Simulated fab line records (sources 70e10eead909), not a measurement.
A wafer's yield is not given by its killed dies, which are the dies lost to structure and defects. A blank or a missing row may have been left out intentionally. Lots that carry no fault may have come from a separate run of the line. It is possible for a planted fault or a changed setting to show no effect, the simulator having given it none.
What tool caused it?	flow nand_harc	13 lots, 37 wafers sampled, at 6 steps of a route of 1302

WHAT THE GAUGES SHOWED, per wafer
NHARC_A_SOURCE_PLATE_INSPECT_08.
lot	measured	on	raw_defect_count
L507	day 7 17:23	defect_inspect-02	49 44 66
L509	day 8 16:09	defect_inspect-01	89 67 61
L510	day 8 16:09	defect_inspect-02	21 52 25
L511	day 9 10:56	defect_inspect-02	48 38 58
L512	day 9 16:06	defect_inspect-01	59 34 78
L513	day 10 06:53	defect_inspect-02	122 74 131
L522	day 13 19:21	defect_inspect-02	37 34
L523	day 14 14:04	defect_inspect-01	48 40 48
L524	day 14 21:17	defect_inspect-01	37 23
L526	day 15 12:21	defect_inspect-02	40 58 39
L527	day 16 05:08	defect_inspect-01	29 64 58
L529	day 16 19:53	defect_inspect-02	75 61 67
L530	day 17 16:00	defect_inspect-02	95 125 109

NHARC_A_ONON_D1_THK_MEAS_11: measures by ellipsometry.
lot	measured	on	thk_nm (nm)
L507	day 7 19:39	film_metro-02	1001 1001 1001
L509	day 8 18:25	film_metro-01	1002 1003 1002
L510	day 8 18:27	film_metro-02	1001 998 998
L511	day 9 13:13	film_metro-02	1005 1006 1007
L512	day 9 18:23	film_metro-02	989 988 990
L513	day 10 09:11	film_metro-02	1008 1009 1009
L522	day 13 21:38	film_metro-02	1003 1714
L523	day 14 16:21	film_metro-01	999 1708 1708
L524	day 14 23:35	film_metro-02	993 1703
L526	day 15 14:38	film_metro-02	997 997 997
L527	day 16 07:24	film_metro-01	1002 1002 1004
L529	day 16 22:10	film_metro-01	984 986 985
L530	day 17 18:16	film_metro-02	981 981 981

NHARC_END_SORT_01.
lot	measured	on	killed_at_array	killed_at_other	killed_at_periphery	killed_dies	killed_open	killed_short
L522	day 30 21:44	prober-02	73 667	0 1	13 9	86 677	2 3	2 8
L523	day 31 12:55	prober-01	41 671 673	2 2 1	1 4 3	44 677 677	3 4 5	0 2 4
L524	day 31 14:35	prober-02	34 675	1 1	3 1	38 677	0 2	2 0

EACH LOT AND THE TOOL THAT RAN IT (in order: tool; ch and the chambers of the sampled wafers; start)
lot	NHARC_A_ZERO_WELL_ETCH_13	NHARC_A_ZERO_WELL_RTA_16	NHARC_A_ONON_D1_DEP_09
L507	rie_si-05 ch 1,2,3, day 6 18:25	rtp_anneal-02 ch 0, day 6 19:20	pecvd_onon-03 ch 0, day 7 19:12
L509	rie_si-01 ch 0,2,3, day 7 18:10	rtp_anneal-01 ch 0, day 7 19:04	pecvd_onon-03 ch 0, day 8 17:58
L510	rie_si-05 ch 0,1,2, day 7 19:13	rtp_anneal-02 ch 0, day 7 20:10	pecvd_onon-01 ch 0, day 8 18:03
L511	rie_si-05 ch 0,1,2, day 8 13:36	rtp_anneal-01 ch 0, day 8 14:35	pecvd_onon-03 ch 0, day 9 12:52
L512	rie_si-05 ch 0,1,3, day 8 19:03	rtp_anneal-02 ch 0, day 8 20:00	pecvd_onon-01 ch 0, day 9 17:52
L513	rie_si-05 ch 0,2,3, day 9 08:37	rtp_anneal-01 ch 0, day 9 09:33	pecvd_onon-04 ch 0, day 10 08:48
L522	rie_si-05 ch 0, day 12 22:22	rtp_anneal-02 ch 0, day 12 23:20	pecvd_onon-03 ch 0, day 13 21:11
L523	rie_si-05 ch 1,2,3, day 13 16:39	rtp_anneal-01 ch 0, day 13 17:35	pecvd_onon-03 ch 0, day 14 15:51
L524	rie_si-01 ch 0,2, day 14 00:01	rtp_anneal-02 ch 0, day 14 00:55	pecvd_onon-03 ch 0, day 14 23:10
L526	rie_si-03 ch 0,1,3, day 14 15:22	rtp_anneal-02 ch 0, day 14 16:19	pecvd_onon-01 ch 0, day 15 14:14
L527	rie_si-05 ch 0,1,2, day 15 08:14	rtp_anneal-01 ch 0, day 15 09:10	pecvd_onon-01 ch 0, day 16 06:57
L529	rie_si-01 ch 0,1,3, day 15 20:43	rtp_anneal-01 ch 0, day 15 21:35	pecvd_onon-04 ch 0, day 16 21:39
L530	rie_si-03 ch 1,3, day 16 17:23	rtp_anneal-02 ch 0, day 16 18:20	pecvd_onon-04 ch 0, day 17 17:52
- NHARC_A_ZERO_WELL_ETCH_13: etches the open film in HBr/Cl2, target depth 120 nm, time 40.1 s.
- NHARC_A_ZERO_WELL_RTA_16: time 10 s.
- NHARC_A_ONON_D1_DEP_09: target thk 1000 nm.

AS READ BY THE TOOLS THEMSELVES (means over the sampled wafers that have a number; for cases with no such wafer, the mark the record gives instead)
NHARC_A_ZERO_WELL_ETCH_13.
lot	tool	drypump_motor_current_A (A)	he_backside_leak_sccm (sccm)	oes_product_au (a.u.)	throttle_valve_pct (%)
L507	rie_si-05	5.6	2.4	1.005	26.401
L509	rie_si-01	5.7	2.6	0.996	26.398
L510	rie_si-05	5.6	2.6	1.006	26.408
L511	rie_si-05	5.6	2.7	1.009	26.405
L512	rie_si-05	5.7	3.3	1.006	26.403
L513	rie_si-05	6.0	2.6	1.009	26.400
L522	rie_si-05	6.1	3.0	1.006	26.409
L523	rie_si-05	5.6	2.3	1.010	26.410
L524	rie_si-01	6.0	2.5	0.998	26.418
L526	rie_si-03	5.3	2.7	0.998	26.403
L527	rie_si-05	5.7	2.7	1.008	26.398
L529	rie_si-01	5.6	2.8	0.989	26.409
L530	rie_si-03	5.0	3.2	0.999	26.403

NHARC_A_ZERO_WELL_RTA_16.
lot	tool	lamp_power_pct (%)	wafer_temp_C_max
L507	rtp_anneal-02	37.5	1002.6
L509	rtp_anneal-01	35.0	1005.3
L510	rtp_anneal-02	37.6	1003.7
L511	rtp_anneal-01	35.0	1006.6
L512	rtp_anneal-02	37.5	1003.5
L513	rtp_anneal-01	35.0	1005.3
L522	rtp_anneal-02	37.6	1003.5
L523	rtp_anneal-01	34.9	1005.3
L524	rtp_anneal-02	37.6	1002.6
L526	rtp_anneal-02	37.6	1002.4
L527	rtp_anneal-01	34.9	1005.9
L529	rtp_anneal-01	34.9	1004.9
L530	rtp_anneal-02	37.6	1002.4

NHARC_A_ONON_D1_DEP_09.
lot	tool	n2_flow_sccm (sccm)
L507	pecvd_onon-03	2749
L509	pecvd_onon-03	2754
L510	pecvd_onon-01	2758
L511	pecvd_onon-03	2751
L512	pecvd_onon-01	2735
L513	pecvd_onon-04	2748
L522	pecvd_onon-03	2758
L523	pecvd_onon-03	2753
L524	pecvd_onon-03	2735
L526	pecvd_onon-01	2742
L527	pecvd_onon-01	2745
L529	pecvd_onon-04	2734
L530	pecvd_onon-04	2751

THE ANSWER, worked out from the rows above alone
Rule: the usual values come from the lots themselves. Put in order of their means at a reading, lots are off if they are a third of the lots or fewer, leave a main group of 4 or more, and stand apart from it by a gap of 3 or more times the standard deviation of the main group's means; of several such gaps the widest counts. A main group whose means are all the same, to the digits that the tables above print for the reading, isn't used. Also off: a lot with no number at a reading for which 4 or more lots have one. Any other lot the step has rows for is counted as sound. After the gauges, taken in route order, come the tools' own readings; for these a lot's mean is taken, as printed above. The first step at which some lot is off is used, and at that step the reading that is off furthest; a lot without a number counts as furthest.
Off: L522, L523, L524 (NHARC_A_ONON_D1_THK_MEAS_11, thk_nm). Main group: mean 997 nm, sd 8.7.
If a tool, at a process step before that reading, ran all the lots that are off and no sound lot after the first of them, it fits. Those tools and the gauges at NHARC_A_ONON_D1_THK_MEAS_11 are tried in the same way. One candidate fits, namely pecvd_onon-03 at NHARC_A_ONON_D1_DEP_09. A fault onset in the window from L511 (day 9 12:52, its last sound lot) to L522 (day 13 21:11, its first lot off) fits.

WHAT THE SIMULATOR HAD PUT IN
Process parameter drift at NHARC_A_ONON_D1_DEP_09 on pecvd_onon-03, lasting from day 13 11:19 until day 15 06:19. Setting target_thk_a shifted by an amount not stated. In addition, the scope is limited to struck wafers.
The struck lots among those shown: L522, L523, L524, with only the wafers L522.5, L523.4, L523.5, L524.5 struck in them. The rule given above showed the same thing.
